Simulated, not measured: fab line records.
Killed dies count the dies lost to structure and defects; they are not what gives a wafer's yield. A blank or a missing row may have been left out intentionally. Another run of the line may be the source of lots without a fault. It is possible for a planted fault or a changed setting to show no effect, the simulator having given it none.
8D (eight disciplines) problem report, filled in by code | flow n5 finfet | the parts of the form that need people (team, actions taken, sign-off) are left out

== 1. WHAT WENT WRONG ==
At N5_ZERO_LAYER_ETCH_18, rf fwd power W averages 993.5 W over 2 wafers from 2 lots, while fault-free wafers read 795.1 W, standard deviation 2.9. That puts it +68 standard deviations away from the usual mean.
The step: etches Si in HBr/Cl2, target depth 120 nm, time 40 s.
Seen first at day 4 12:47 on rie si-01, wafer L543.3. At this step, 27 wafers from 9 lots have a number in the record. By rule, "out" or "out of limits" means more than 4 standard deviations away from the usual mean. All remaining wafers that have a number are taken as sound.

== 2. WHAT IT IS; WHAT IT IS NOT ==
question                    | is               | is not
which readings at this step | rf fwd power W   | drypump motor current A, oes product au, throttle valve pct
which lots                  | L543, L546       | L534, L538, L540, L544, L552, L553, L554
which wafers of those lots  | L543.3, L546.3   | L543.5, L543.6, L546.1, L546.2
read on which tools         | rie si-01        | rie si-03, rie si-05
when                        | from day 4 12:47 | up to then (11 sound wafers); but 14 sound wafers of L544, L546, L552, L553, L554 came after

== 3. WHAT RULES OUT EACH SUSPECT ==
Counting: if a tool at a process step up to the reading ran every lot that is out, it stays a suspect. Sound lots after the first of them don't rule it out here, since some wafers of a struck lot are sound.
- rie si-01 at N5_ZERO_LAYER_ETCH_18 (etches Si in HBr/Cl2, target depth 120 nm, time 40 s): kept. It ran every lot that is out, first L543 (day 4 12:47); its last sound lot up to then is L540 (day 3 18:56). Out on those wafers are its own readings of rf fwd power W.
- At N5_ZERO_LAYER_ETCH_18, inside rie si-01: chamber 3 took the wafers that are out, while their sound lot-mates went through chambers 1, 2.
After counting, what remains is rie si-01 at N5_ZERO_LAYER_ETCH_18.

== 4. THE CAUSE (what the simulator had put in) ==
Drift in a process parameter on rie si-01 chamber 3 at N5_ZERO_LAYER_ETCH_18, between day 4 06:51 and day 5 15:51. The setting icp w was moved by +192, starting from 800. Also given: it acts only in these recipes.
This tool alone remained once counting was done.

== 5. THE CHAIN OF EFFECTS, in route order ==
Each row: a reading where the mean over the struck wafers with a number is more than 3 standard deviations away from the usual. Only readings for which the record gives a usual standard deviation are gone through. hours: the time from each lot's start at the first step in this table that gives one to its start at this step, as a median over the lots. sigmas: the change in usual standard deviations.
hours | step                  | reading        | usual   | on struck wafers | change | sigmas
0     | N5_ZERO_LAYER_ETCH_18 | rf fwd power W | 795.1 W | 993.5            | +198.4 | +68
It contains these process steps:
- N5_ZERO_LAYER_ETCH_18: etches Si in HBr/Cl2, target depth 120 nm, time 40 s.
Later steps that measure or inspect, where all struck wafers having a row at the step show a number for every such reading and not one has moved that far: N5_PMOS_HMC_CHANNEL_EPI_CD_MEAS_09, N5_BEOL_M4_RC_MEAS_101.

== 6. HOW IT WOULD HAVE BEEN CAUGHT EARLIER ==
The fault began at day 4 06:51; the first out-of-limits reading in this record came at day 4 12:47, 6 hours later.
